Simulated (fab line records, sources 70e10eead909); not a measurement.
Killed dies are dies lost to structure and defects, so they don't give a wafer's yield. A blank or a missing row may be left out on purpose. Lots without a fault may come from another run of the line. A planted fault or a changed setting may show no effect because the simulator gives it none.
Problem report in the 8D (eight disciplines) form, filled by code | flow nand_harc | the parts of the form that need people (team, actions taken, sign-off) are left out

1. THE PROBLEM
spike_tc_upper_C at NHARC_THIN_TSV_ANNEAL_58 reads a mean of 422.0 C on 6 wafers of 2 lots; wafers without a fault read 398.9 C with a standard deviation of 1.1. That is +21 standard deviations from the usual mean.
The step: time 1800 s.
First seen on wafer L212.1, day 31 11:29, on furnace-08. The record holds 36 wafers of 12 lots with a number at this step. Rule for "out", or "out of limits": more than 4 standard deviations from the usual mean. The other wafers with a number count as sound.

2. WHAT IT IS AND WHAT IT IS NOT
question                    | is                                                                                       | is not
which readings at this step | spike_tc_upper_C, spike_tc_bottom_C, spike_tc_centre_C, spike_tc_lower_C, spike_tc_top_C | tube_center_temp_C_max
which lots                  | L212, L213                                                                               | L200, L201, L202, L203, L205, L207, L208, L217, L218, L219
which wafers of those lots  | all that have a number                                                                   | -
read on which tools         | furnace-08                                                                               | furnace-02, furnace-04
when                        | from day 31 11:29                                                                        | up to then (21 sound wafers); but 9 sound wafers of L217, L218, L219 came after

3. SUSPECTS, AND WHAT RULES EACH OUT
Counting: a tool at a process step up to the reading stays a suspect if it ran every lot that is out and no sound lot after the first of them.
- furnace-08 at NHARC_THIN_TSV_ANNEAL_58 (time 1800 s): kept. It ran every lot that is out, first L212 (day 31 11:29), and no sound lot after that; its last sound lot up to then is L207 (day 29 09:38). Its own readings are out on those wafers: spike_tc_bottom_C, spike_tc_centre_C, spike_tc_lower_C, spike_tc_top_C, spike_tc_upper_C.
Left after counting: furnace-08 at NHARC_THIN_TSV_ANNEAL_58.

4. THE CAUSE (what the simulator had put in)
Process parameter drift: furnace-08, from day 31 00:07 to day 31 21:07, at NHARC_THIN_TSV_ANNEAL_58. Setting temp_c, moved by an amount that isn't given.
Counting left only this tool.

5. THE CHAIN OF EFFECTS, in route order
Each row: a reading whose mean over the struck wafers that have a number lies more than 3 standard deviations from the usual. Only readings for which the record gives a usual standard deviation are gone through. hours: the time from each lot's start at the first step in this table that gives one to its start at this step, as a median over the lots. sigmas: the change in usual standard deviations.
hours | step                     | reading              | usual   | on struck wafers | change | sigmas
0     | NHARC_THIN_TSV_ANNEAL_58 | spike_tc_bottom_C    | 426 C   | 454              | +28    | +5.6
0     | NHARC_THIN_TSV_ANNEAL_58 | spike_tc_centre_C    | 400.6 C | 424.3            | +23.7  | +17
0     | NHARC_THIN_TSV_ANNEAL_58 | spike_tc_lower_C     | 399.9 C | 422.8            | +22.9  | +19
0     | NHARC_THIN_TSV_ANNEAL_58 | spike_tc_top_C       | 429 C   | 454              | +25    | +6.9
0     | NHARC_THIN_TSV_ANNEAL_58 | spike_tc_upper_C     | 398.9 C | 422.0            | +23.1  | +21
0     | NHARC_THIN_TSV_ANNEAL_58 | zone_power_upper_pct | 4.41 %  | 4.92             | +0.51  | +4.3
The process steps in it:
- NHARC_THIN_TSV_ANNEAL_58: time 1800 s.
Later measuring or inspecting steps at which every struck wafer that the step has a row for has a number for every such reading, and none has moved that far: NHARC_END_SORT_01.

6. WHAT WOULD HAVE CAUGHT IT SOONER
In this record the first reading out of limits was taken at day 31 11:29, 11 hours after the fault began at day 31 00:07.
